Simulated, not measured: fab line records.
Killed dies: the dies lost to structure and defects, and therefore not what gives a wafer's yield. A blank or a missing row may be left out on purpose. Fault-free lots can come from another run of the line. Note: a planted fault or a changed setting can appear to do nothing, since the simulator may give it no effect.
fab line records	flow n5-finfet
record lots=7	wafers=39
route steps=1938 shown BEOL_M8@1344 BEOL_M9@1460 BEOL_M11@1575 BEOL_M14@1770 MIM_TOP_LITHO@1845
start-h: hours from the record's opening day to when the first of the lot's shown wafers began	wait-h: hours elapsed since this lot's preceding step	" as in the row above	L1.1+2: a row that stands for several wafers	- no value, or no start was given	* or withheld: withheld	< > ~ a bound
route shown NAME@n: names a module that has steps shown in the file, with the first one's number in the route	usual: mean/standard deviation taken from wafers without a fault	same: alike in all rows	chamber/n: place in a boat	sites: readings site by site	_std_site: standard deviation across them	_edge_site: the outer-site mean with the inner-site mean subtracted	radius-mm: for every site, how far away it sits from the centre of the wafer	mask NAME#n: copy n	behind: tool/chamber where the wafer was last shaped	hold: reason for holding the lot/hours on hold/outcome of the hold	device: the transistor (n, p or np) that didn't switch	end of line: the route-end tests of the same wafers	a step without rows: its recipe alone	killed: the dies lost at the first sort to structure and to defects; this is not the yield of the wafer	map: per-die view of a wafer (x killed, . not killed, _ where there is no die)
set.NAME: setting as actually run; set.NAME@STEP: the setting as run at that earlier step	model.NAME: the simulator's own value behind a step, which no gauge read
lots whose settings were changed on purpose; a table a step, a row a wafer
## steps
# step N5_BEOL_M8_DEVELOP_10
# recipe develop-time-s=30	developer=TMAH	resist=CAR-ArF	rinse-liquid=diw	dry=air-spin	dev-temp-c=23
lot.wafer	tool	chamber	start-h	wait-h	set.develop-time-s
L074.1+2+5	litho-track-02	0	-	-	30
L080.1+2+3+4+5+6	litho-track-03	0	-	-	30
L081.1+2+3+4+5+6	litho-track-02	0	-	-	30
L088.1+2+3+4+5+6	litho-track-03	0	-	-	30
L086.1+2+6	litho-track-02	0	-	-	30
L086.3+4+5	"	0	"	"	42.25
L093.1+2+3+4+5+6	litho-track-03	0	-	-	30
L096.1+3+6	litho-track-02	0	-	-	30
L096.2+4+5	"	0	"	"	15.39
# step N5_BEOL_M8_CD_MEAS_11
# recipe target-cd-nm=38.5	landing-energy-ev=500	detector=se-inlens	polarity=opening
# usual cd-nm=38.4/0.39
lot.wafer	tool	chamber	start-h	wait-h	set.develop-time-s@BEOL_M8_DEVELOP_10	cd-nm
L074.1	cd-sem-02	0	194.11	-	30	38.6
L074.2	"	0	"	"	30	39.1
L074.5	"	0	"	"	30	39.3
L080.1	cd-sem-03	0	232.14	-	30	38.5
L080.2	"	0	"	"	30	38.3
L080.3	"	0	"	"	30	38.2
L080.4	"	0	"	"	30	37.5
L080.5	"	0	"	"	30	38.1
L080.6	"	0	"	"	30	38.1
L081.1	cd-sem-02	0	235.74	-	30	38.9
L081.2	"	0	"	"	30	38.4
L081.3	"	0	"	"	30	38.3
L081.4	"	0	"	"	30	38.6
L081.5	"	0	"	"	30	38.2
L081.6	"	0	"	"	30	38.5
L088.1	cd-sem-01	0	271.79	-	30	38.3
L088.2	"	0	"	"	30	38.6
L088.3	"	0	"	"	30	38.8
L088.4	"	0	"	"	30	37.9
L088.5	"	0	"	"	30	38.5
L088.6	"	0	"	"	30	38.9
L086.1	cd-sem-01	0	272.28	-	30	38.5
L086.2	"	0	"	"	30	37.9
L086.3	"	0	"	"	42.25	39.5
L086.4	"	0	"	"	42.25	39.8
L086.5	"	0	"	"	42.25	39.9
L086.6	"	0	"	"	30	38.4
L093.1	cd-sem-02	0	309.86	-	30	38.7
L093.2	"	0	"	"	30	38.4
L093.3	"	0	"	"	30	38.9
L093.4	"	0	"	"	30	38.2
L093.5	"	0	"	"	30	37.9
L093.6	"	0	"	"	30	38.1
L096.1	cd-sem-01	0	328.35	-	30	38.5
L096.2	"	0	"	"	15.39	36.6
L096.3	"	0	"	"	30	38.2
L096.4	"	0	"	"	15.39	36.5
L096.5	"	0	"	"	15.39	35.7
L096.6	"	0	"	"	30	38.7
# step N5_BEOL_M8_DESCUM_16
# recipe chemistry=O2	time-s=7.9	source-power-w=50	bias-power-w=20	pressure-mtorr=20	rf-frequency-hz=2.712e+07	temp-c=40	resist=CAR-ArF	o2-flow-sccm=225
# step N5_BEOL_M8_ETCH_61
# recipe chemistry=CF4	target=SiARC	target-depth-a=455	mask-material=CAR-ArF	time-s=75.8	ion-energy-ev=80	pressure-mtorr=40	source-w=545	bias-w=36	Ar_flow_sccm=100	cf4-flow-sccm=100	ends=cleared
lot.wafer	tool	chamber	start-h	wait-h	set.develop-time-s@BEOL_M8_DEVELOP_10	model.BEOL_M8.cd-offset-nm
L074.1+5	rie-diel-02	0,1	194.28	0.0	30	0.4
L074.2	"	3	"	"	30	0.2
L080.1	rie-diel-05	1	232.48	0.0	30	0
L080.2+5	"	2,1	"	"	30	-0.2
L080.3+4+6	"	3,0,2	"	"	30	-0.6
L081.1+4	rie-diel-02	2,1	235.87	0.0	30	0
L081.2+3+5+6	"	3,0,0,1	"	"	30	-0.2
L088.1	rie-diel-02	1	272.45	0.0	30	-0.4
L088.2+5	"	3,1	"	"	30	-0.2
L088.3+6	"	2,0	"	"	30	0.4
L088.4	"	0	"	"	30	-0.6
L086.1	rie-diel-02	3	272.71	0.0	30	0
L086.2	"	1	"	"	30	-0.6
L086.3	"	2	"	"	42.25	1.2
L086.4	"	0	"	"	42.25	1
L086.5	"	2	"	"	42.25	1.4
L086.6	"	1	"	"	30	-0.4
L093.1	rie-diel-02	0	310.02	0.0	30	0.2
L093.2	"	2	"	"	30	0.4
L093.3	"	1	"	"	30	0
L093.4+5	"	3,2	"	"	30	-0.2
L093.6	"	3	"	"	30	-0.6
L096.1	rie-diel-05	2	328.47	0.0	30	0.4
L096.2	"	1	"	"	15.39	-2
L096.3	"	0	"	"	30	0
L096.4	"	3	"	"	15.39	-2.2
L096.5	"	3	"	"	15.39	-2.4
L096.6	"	0	"	"	30	0.6
# step N5_BEOL_M8_ETCH_62
# recipe chemistry=N2/H2	target=SOC	target-depth-a=1100	overetch-a=220	mask-material=SiARC	temp-c=40	time-s=165	ion-energy-ev=200	pressure-mtorr=30	source-w=840	bias-w=150	n2-flow-sccm=200	h2-flow-sccm=200
lot.wafer	tool	chamber	start-h	wait-h	set.develop-time-s@BEOL_M8_DEVELOP_10	model.BEOL_M8.cd-offset-nm
L074.1	rie-diel-02	0	194.34	0.0	30	0.6
L074.2	"	3	"	"	30	0.2
L074.5	"	1	"	"	30	0.8
L080.1+2+5	rie-diel-05	1,2,1	232.54	0.0	30	-0.2
L080.3+4	"	3,0	"	"	30	-0.6
L080.6	"	2	"	"	30	-0.8
L081.1+4+6	rie-diel-02	2,1,1	235.92	0.0	30	0
L081.2+3+5	"	3,0,0	"	"	30	-0.4
L088.1	rie-diel-02	1	272.51	0.0	30	-0.2
L088.2+5	"	3,1	"	"	30	0
L088.3	"	2	"	"	30	0.4
L088.4	"	0	"	"	30	-0.4
L088.6	"	0	"	"	30	0.6
L086.1	rie-diel-02	3	272.77	0.0	30	-0.2
L086.2+6	"	1	"	"	30	-0.4
L086.3	"	2	"	"	42.25	1
L086.4	"	0	"	"	42.25	1.2
L086.5	"	2	"	"	42.25	1.6
L093.1+3	rie-diel-02	0,1	310.07	0.0	30	0.2
L093.2	"	2	"	"	30	0.4
L093.4	"	3	"	"	30	-0.4
L093.5	"	2	"	"	30	-0.2
L093.6	"	3	"	"	30	-0.6
L096.1+3	rie-diel-05	2,0	328.53	0.0	30	0
L096.2+4	"	1,3	"	"	15.39	-2.4
L096.5	"	3	"	"	15.39	-2.6
L096.6	"	0	"	"	30	0.6
# step N5_BEOL_M8_STRIP_68
# recipe chemistry=N2/H2	temp-c=40	n2-flow-sccm=200	h2-flow-sccm=200	rf-frequency-hz=6e+07
# step N5_BEOL_M8_STRIP_67
# recipe chemistry=CF4	resist=SiARC	power-w=300	bias-power-w=75	pressure-mtorr=50	cf4-flow-sccm=150	rf-frequency-hz=6e+07
# step N5_BEOL_M8_HM_OPEN_17
# recipe chemistry=Cl2/BCl3	target-depth-a=200	overetch-a=60	target=TiN	mask-material=SOC	ion-energy-ev=150	pressure-mtorr=10	icp-w=1000	bias-w=126	Cl2_flow_sccm=53.25	bcl3-flow-sccm=21.75	Ar_flow_sccm=25
# step N5_BEOL_M8_STRIP_19
# recipe chemistry=O2	power-w=400	temp-c=40	pressure-mtorr=30	rf-frequency-hz=6e+07	bias-power-w=0	overash-fraction=0.2	o2-flow-sccm=225
# step N5_BEOL_M8_CD_MEAS_18
# recipe pitch-nm=80	target-cd-nm=40
# usual cd-nm=39.9/0.43
lot.wafer	tool	chamber	start-h	wait-h	set.develop-time-s@BEOL_M8_DEVELOP_10	cd-nm
L074.1	cd-sem-03	-	194.72	0.0	30	40.7
L074.2	"	-	"	"	30	40.0
L074.5	"	-	"	"	30	40.8
L080.1	cd-sem-02	-	232.91	0.0	30	39.5
L080.2	"	-	"	"	30	39.5
L080.3	"	-	"	"	30	39.7
L080.4	"	-	"	"	30	39.7
L080.5	"	-	"	"	30	39.9
L080.6	"	-	"	"	30	39.2
L081.1	cd-sem-01	-	236.49	0.0	30	39.9
L081.2	"	-	"	"	30	40.0
L081.3	"	-	"	"	30	39.6
L081.4	"	-	"	"	30	39.6
L081.5	"	-	"	"	30	39.7
L081.6	"	-	"	"	30	40.0
L088.1	cd-sem-03	-	272.97	0.0	30	39.7
L088.2	"	-	"	"	30	40.2
L088.3	"	-	"	"	30	40.3
L088.4	"	-	"	"	30	40.0
L088.5	"	-	"	"	30	39.9
L088.6	"	-	"	"	30	40.7
L086.1	cd-sem-01	-	273.22	0.0	30	39.9
L086.2	"	-	"	"	30	39.5
L086.3	"	-	"	"	42.25	40.8
L086.4	"	-	"	"	42.25	41.0
L086.5	"	-	"	"	42.25	41.4
L086.6	"	-	"	"	30	39.5
L093.1	cd-sem-01	-	310.44	0.0	30	40.1
L093.2	"	-	"	"	30	40.4
L093.3	"	-	"	"	30	40.1
L093.4	"	-	"	"	30	39.4
L093.5	"	-	"	"	30	39.9
L093.6	"	-	"	"	30	39.4
L096.1	cd-sem-03	-	328.89	0.0	30	40.4
L096.2	"	-	"	"	15.39	37.6
L096.3	"	-	"	"	30	39.6
L096.4	"	-	"	"	15.39	37.4
L096.5	"	-	"	"	15.39	37.4
L096.6	"	-	"	"	30	40.4
# step N5_BEOL_M8_COAT_63
# recipe resist=SOC	temp-c=250	time-s=60	spin-rpm=1500	resist-thk-nm=60
# step N5_BEOL_M8_COAT_64
# recipe resist=SiARC	temp-c=220	time-s=60	spin-rpm=1500	resist-thk-nm=12
# step N5_BEOL_M8_PRECLEAN_42
# recipe chemistry=residue-remover	time-s=60	temp-c=40
# step N5_BEOL_M8_SRD_43
# recipe time-s=30	temp-c=23	rinse-liquid=diw	dry=ipa-marangoni
# step N5_BEOL_M8_CD_MEAS_35
# recipe target-cd-nm=40	polarity=opening
# usual cd-nm=40.0/0.46
lot.wafer	tool	chamber	start-h	wait-h	set.develop-time-s@BEOL_M8_DEVELOP_10	cd-nm
L074.1	cd-sem-03	-	195.99	0.0	30	40.5
L074.2	"	-	"	"	30	40.2
L074.5	"	-	"	"	30	41.2
L080.1	cd-sem-03	-	235.95	0.0	30	39.8
L080.2	"	-	"	"	30	40.2
L080.3	"	-	"	"	30	39.1
L080.4	"	-	"	"	30	39.7
L080.5	"	-	"	"	30	40.0
L080.6	"	-	"	"	30	39.4
L081.1	cd-sem-03	-	237.75	0.0	30	39.7
L081.2	"	-	"	"	30	39.7
L081.3	"	-	"	"	30	39.6
L081.4	"	-	"	"	30	40.2
L081.5	"	-	"	"	30	39.4
L081.6	"	-	"	"	30	40.1
L088.1	cd-sem-01	-	276.03	0.0	30	39.8
L088.2	"	-	"	"	30	39.9
L088.3	"	-	"	"	30	40.2
L088.4	"	-	"	"	30	39.9
L088.5	"	-	"	"	30	40.4
L088.6	"	-	"	"	30	40.8
L086.1	cd-sem-02	-	276.32	0.0	30	39.5
L086.2	"	-	"	"	30	40.0
L086.3	"	-	"	"	42.25	40.9
L086.4	"	-	"	"	42.25	41.5
L086.5	"	-	"	"	42.25	41.3
L086.6	"	-	"	"	30	40.0
L093.1	cd-sem-02	-	311.94	0.0	30	40.1
L093.2	"	-	"	"	30	40.5
L093.3	"	-	"	"	30	40.2
L093.4	"	-	"	"	30	39.9
L093.5	"	-	"	"	30	39.7
L093.6	"	-	"	"	30	39.3
L096.1	cd-sem-01	-	330.22	0.0	30	40.1
L096.2	"	-	"	"	15.39	37.2
L096.3	"	-	"	"	30	40.2
L096.4	"	-	"	"	15.39	38.0
L096.5	"	-	"	"	15.39	37.3
L096.6	"	-	"	"	30	40.3
# step N5_BEOL_M9_CVD_78
# recipe material=Co	target-thk-a=20	temp-c=withheld	precursor=CCTBA/H2	pressure-torr=30	time-s=138.9
lot.wafer	tool	chamber	start-h	wait-h	set.target-thk-a	model.Co_of_BEOL_M9_CVD_78.thk-nm
L074.1+2+5	cvd-co-01	1,0,0	206.23	0.1	20	2
L080.1+2+3	cvd-co-01	1,0,2	242.85	0.1	24.68	2.4
L080.4	"	2	"	"	20	2.2
L080.5	"	1	"	"	20	2
L080.6	"	0	"	"	20	1.8
L081.1+4	cvd-co-02	1	244.29	0.0	13.43	1.2
L081.2+5	"	0	"	"	20	2
L081.3	"	2	"	"	20	1.8
L081.6	"	2	"	"	13.43	1.4
L088.1+3+5	cvd-co-01	1,2,0	284.93	0.1	20	2.2
L088.2	"	0	"	"	29.67	3
L088.4	"	1	"	"	29.67	3.4
L088.6	"	2	"	"	29.67	3.2
L086.1+2+5	cvd-co-01	2,1,1	285.42	0.3	29.47	3
L086.3+6	"	0	"	"	20	2
L086.4	"	2	"	"	20	2.2
L093.1+3+6	cvd-co-01	0,1,0	325.31	0.0	20	2.2
L093.2+4+5	"	2,1,2	"	"	24.96	2.6
L096.1+3+4	cvd-co-01	0,1,1	341.27	0.0	20	2.2
L096.2+5	"	2,0	"	"	20	2
L096.6	"	2	"	"	20	1.8
# step N5_BEOL_M11_VIA_ETCH_34
# recipe chemistry=C4F6/O2	target=SiCOH_lowk	target-depth-a=1845	mask-material=SOC	taper-deg=4	time-s=69.2	ion-energy-ev=250	pressure-mtorr=30	source-w=345	bias-w=185	Ar_flow_sccm=300	C4F6_flow_sccm=10	O2_flow_sccm=10
lot.wafer	tool	chamber	start-h	wait-h	set.time-s	model.etch.depth-nm	model.SOC_of_BEOL_M11_COAT_63.thk-nm
L074.1	rie-diel-01	1	222.31	0.0	69.2	181.2	92
L074.2	"	0	"	"	69.2	186.2	91.8
L074.5	"	3	"	"	69.2	183.4	92.2
L080.1	rie-diel-01	1	254.86	0.0	69.2	182.9	91.8
L080.2	"	3	"	"	48.47	127.7	94.2
L080.3	"	2	"	"	48.47	130.4	94.2
L080.4+6	"	0	"	"	69.2	186.5	91.6
L080.5	"	3	"	"	48.47	127.5	94.6
L081.1	rie-diel-01	3	258.16	0.0	47.37	125	94.4
L081.2	"	0	"	"	69.2	185.7	91.8
L081.3	"	1	"	"	47.37	124	94.2
L081.4	"	3	"	"	47.37	124.2	94.6
L081.5	"	0	"	"	69.2	185.4	91.6
L081.6	"	1	"	"	69.2	178.7	92.2
L088.1	rie-diel-01	2	297.95	0.0	36.93	99.39	96
L088.2	"	0	"	"	69.2	189	92
L088.3	"	1	"	"	69.2	181.4	92.2
L088.4	"	3	"	"	36.93	98.61	96
L088.5	"	2	"	"	69.2	186.5	92.2
L088.6	"	3	"	"	36.93	97.95	96.2
L086.1	rie-diel-04	0	299.51	0.0	69.2	187.3	92.2
L086.2	"	3	"	"	69.2	182.3	92.6
L086.3	"	2	"	"	69.2	181.8	92.2
L086.4	"	3	"	"	96.38	256.5	89
L086.5	"	0	"	"	96.38	261.3	89
L086.6	"	2	"	"	96.38	252.9	89.4
L093.1	rie-diel-03	2	342.14	0.0	96.44	253.7	89.2
L093.2	"	0	"	"	96.44	255.4	89
L093.3	"	1	"	"	69.2	187.5	92.2
L093.4	"	3	"	"	69.2	183.3	92.4
L093.5	"	3	"	"	96.44	255.3	89
L093.6	"	0	"	"	69.2	180.7	92.4
L096.1	rie-diel-04	0	359.27	0.0	87.49	232.9	89.4
L096.2	"	2	"	"	69.2	179.9	91.6
L096.3	"	1	"	"	87.49	238.8	89.4
L096.4	"	3	"	"	69.2	182.2	91.8
L096.5	"	2	"	"	87.49	230.4	89.4
L096.6	"	1	"	"	69.2	188.2	91.4
# step N5_BEOL_M14_DEP_53
# recipe material=SiCN	target-thk-a=500	temp-c=withheld	precursor=3MS/NH3	pressure-torr=3	rf-w=675	time-s=17.8
lot.wafer	tool	chamber	start-h	wait-h	set.time-s	model.SiCN_of_BEOL_M14_DEP_53.thk-nm
L074.1	pecvd-02	1	243.27	0.0	17.8	49.4
L074.2	"	0	"	"	17.8	49.6
L074.5	"	1	"	"	17.8	50.6
L080.1+3	pecvd-02	2,0	279.18	0.0	17.8	49.2
L080.2	"	1	"	"	23.84	66
L080.4	"	2	"	"	17.8	49.8
L080.5	"	0	"	"	23.84	66.6
L080.6	"	1	"	"	23.84	67
L081.1+4	pecvd-03	1,0	279.78	0.0	12.04	33.8
L081.2	"	2	"	"	17.8	49.6
L081.3	"	0	"	"	17.8	49.2
L081.5	"	1	"	"	12.04	34
L081.6	"	2	"	"	17.8	50.4
L088.1	pecvd-04	2	321.62	0.0	17.8	49.4
L088.2+4	"	0,1	"	"	17.8	50.4
L088.3	"	1	"	"	17.8	49.8
L088.5	"	0	"	"	17.8	50.8
L088.6	"	2	"	"	17.8	50.6
L086.1	pecvd-02	0	325.80	0.0	17.8	48.8
L086.2	"	2	"	"	17.8	48.4
L086.3	"	1	"	"	17.8	49
L086.4	"	2	"	"	17.8	50
L086.5+6	"	0,1	"	"	17.8	49.4
L093.1+3	pecvd-04	1,2	369.21	0.0	25.18	69.4
L093.2	"	0	"	"	17.8	49.6
L093.4	"	2	"	"	17.8	50
L093.5	"	1	"	"	25.18	69.8
L093.6	"	0	"	"	17.8	50.6
L096.1+4	pecvd-04	0,2	384.65	0.0	17.8	49.8
L096.2	"	2	"	"	17.8	49
L096.3	"	0	"	"	17.8	50.2
L096.5	"	2	"	"	17.8	49.6
L096.6	"	0	"	"	17.8	50.6
# step N5_MIM_TOP_LITHO_DEVELOP_07
# recipe develop-time-s=60	rinse-liquid=diw	dry=air-spin	dev-temp-c=21
lot.wafer	tool	chamber	start-h	wait-h	set.develop-time-s
L074.1+2+5	litho-track-02	0	-	-	60
L080.1+2+6	litho-track-04	0	-	-	88.95
L080.3+4+5	"	0	"	"	60
L081.1+3+5	litho-track-02	0	-	-	33.6
L081.2+4+6	"	0	"	"	60
L088.1+2+3+4+5+6	litho-track-02	0	-	-	60
L086.1+4+6	litho-track-02	0	-	-	88.84
L086.2+3+5	"	0	"	"	60
L093.1+2+6	litho-track-04	0	-	-	60
L093.3+4+5	"	0	"	"	49.41
L096.1+4+6	litho-track-04	0	-	-	60
L096.2+3+5	"	0	"	"	88.07
# step N5_MIM_TOP_LITHO_HARDBAKE_09
# recipe temp-c=130	time-s=120
# step N5_MIM_TOP_LITHO_CD_MEAS_08
# recipe target-cd-nm=2000	landing-energy-ev=500	detector=se-inlens
# usual cd-nm=1999.9/1.6
lot.wafer	tool	chamber	start-h	wait-h	set.develop-time-s@MIM_TOP_LITHO_DEVELOP_07	cd-nm
L074.1	cd-sem-03	0	253.17	-	60	2000.5
L074.2	"	0	"	"	60	1999.5
L074.5	"	0	"	"	60	1999.0
L080.1	cd-sem-03	0	288.81	-	88.95	1993.2
L080.2	"	0	"	"	88.95	1992.3
L080.3	"	0	"	"	60	2001.3
L080.4	"	0	"	"	60	1999.7
L080.5	"	0	"	"	60	1999.4
L080.6	"	0	"	"	88.95	1991.5
L081.1	cd-sem-02	0	290.54	-	33.6	2008.8
L081.2	"	0	"	"	60	1996.9
L081.3	"	0	"	"	33.6	2011.0
L081.4	"	0	"	"	60	1997.8
L081.5	"	0	"	"	33.6	2008.9
L081.6	"	0	"	"	60	1997.0
L088.1	cd-sem-02	0	331.89	-	60	2000.8
L088.2	"	0	"	"	60	2001.7
L088.3	"	0	"	"	60	2000.8
L088.4	"	0	"	"	60	1999.6
L088.5	"	0	"	"	60	2002.9
L088.6	"	0	"	"	60	2001.6
L086.1	cd-sem-02	0	337.18	-	88.84	1989.8
L086.2	"	0	"	"	60	1997.1
L086.3	"	0	"	"	60	1997.8
L086.4	"	0	"	"	88.84	1991.6
L086.5	"	0	"	"	60	1996.5
L086.6	"	0	"	"	88.84	1991.1
L093.1	cd-sem-02	0	381.53	-	60	2000.6
L093.2	"	0	"	"	60	2002.4
L093.3	"	0	"	"	49.41	2005.3
L093.4	"	0	"	"	49.41	2005.4
L093.5	"	0	"	"	49.41	2004.0
L093.6	"	0	"	"	60	1999.7
L096.1	cd-sem-03	0	399.45	-	60	2001.9
L096.2	"	0	"	"	88.07	1997.3
L096.3	"	0	"	"	88.07	1995.2
L096.4	"	0	"	"	60	2002.6
L096.5	"	0	"	"	88.07	1995.9
L096.6	"	0	"	"	60	2001.0
# step N5_MIM_TOP_LITHO_DESCUM_10
# recipe chemistry=O2	time-s=7.9	source-power-w=50	bias-power-w=20	pressure-mtorr=20	rf-frequency-hz=2.712e+07	temp-c=40	o2-flow-sccm=225
lot.wafer	tool	chamber	start-h	wait-h	set.develop-time-s@MIM_TOP_LITHO_DEVELOP_07	model.MIM_TOP_LITHO.cd-nm
L074.1	rie-diel-02	3	253.34	0.1	60	-
L074.2+5	"	2,3	"	"	60	1999
L080.1	rie-diel-05	3	288.90	0.0	88.95	1993
L080.2	"	2	"	"	88.95	1992
L080.3	"	0	"	"	60	2002
L080.4	"	1	"	"	60	2000
L080.5	"	1	"	"	60	1999
L080.6	"	2	"	"	88.95	1991
L081.1+5	rie-diel-05	1	290.63	0.0	33.6	2009
L081.2+6	"	3,0	"	"	60	1997
L081.3	"	2	"	"	33.6	2011
L081.4	"	0	"	"	60	1998
L088.1+3	rie-diel-05	0,2	332.53	0.6	60	2001
L088.2+6	"	3,0	"	"	60	-
L088.4	"	1	"	"	60	2000
L088.5	"	3	"	"	60	2003
L086.1	rie-diel-02	3	337.27	0.0	88.84	1990
L086.2+3	"	1,2	"	"	60	1998
L086.4	"	0	"	"	88.84	1992
L086.5	"	3	"	"	60	1997
L086.6	"	2	"	"	88.84	1991
L093.1	rie-diel-02	1	381.85	0.3	60	2001
L093.2	"	0	"	"	60	2002
L093.3	"	3	"	"	49.41	2005
L093.4	"	2	"	"	49.41	2006
L093.5	"	2	"	"	49.41	2004
L093.6	"	1	"	"	60	2000
L096.1	rie-diel-05	2	399.72	0.2	60	2002
L096.2	"	0	"	"	88.07	1997
L096.3	"	1	"	"	88.07	1995
L096.4	"	3	"	"	60	2003
L096.5	"	2	"	"	88.07	1996
L096.6	"	3	"	"	60	2001
## key
split step=N5_BEOL_M8_DEVELOP_10	setting=develop-time-s	stated=30	by=wafer
response step=N5_BEOL_M8_CD_MEAS_11	reading=cd-nm	change=+0.0403	per=1%	r=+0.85
response step=N5_BEOL_M8_ETCH_61	reading=model.BEOL_M8.cd-offset-nm	change=+0.046	per=1%	r=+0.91
response step=N5_BEOL_M8_ETCH_62	reading=model.BEOL_M8.cd-offset-nm	change=+0.0483	per=1%	r=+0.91
response step=N5_BEOL_M8_CD_MEAS_18	reading=cd-nm	change=+0.0464	per=1%	r=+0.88
response step=N5_BEOL_M8_CD_MEAS_35	reading=cd-nm	change=+0.0473	per=1%	r=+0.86
split step=N5_BEOL_M9_CVD_78	setting=target-thk-a	stated=20	by=wafer
response step=N5_BEOL_M9_CVD_78	reading=model.Co_of_BEOL_M9_CVD_78.thk-nm	change=+0.0196	per=1%	r=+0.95
split step=N5_BEOL_M11_VIA_ETCH_34	setting=time-s	stated=69.2	by=wafer
response step=N5_BEOL_M11_VIA_ETCH_34	reading=model.etch.depth-nm	change=+1.86	per=1%	r=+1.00
response step=N5_BEOL_M11_VIA_ETCH_34	reading=model.SOC_of_BEOL_M11_COAT_63.thk-nm	change=-0.0834	per=1%	r=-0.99
split step=N5_BEOL_M14_DEP_53	setting=time-s	stated=17.8	by=wafer
response step=N5_BEOL_M14_DEP_53	reading=model.SiCN_of_BEOL_M14_DEP_53.thk-nm	change=+0.485	per=1%	r=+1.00
split step=N5_MIM_TOP_LITHO_DEVELOP_07	setting=develop-time-s	stated=60	by=wafer
response step=N5_MIM_TOP_LITHO_CD_MEAS_08	reading=cd-nm	change=-0.172	per=1%	r=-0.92
response step=N5_MIM_TOP_LITHO_DESCUM_10	reading=model.MIM_TOP_LITHO.cd-nm	change=-0.177	per=1%	r=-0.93
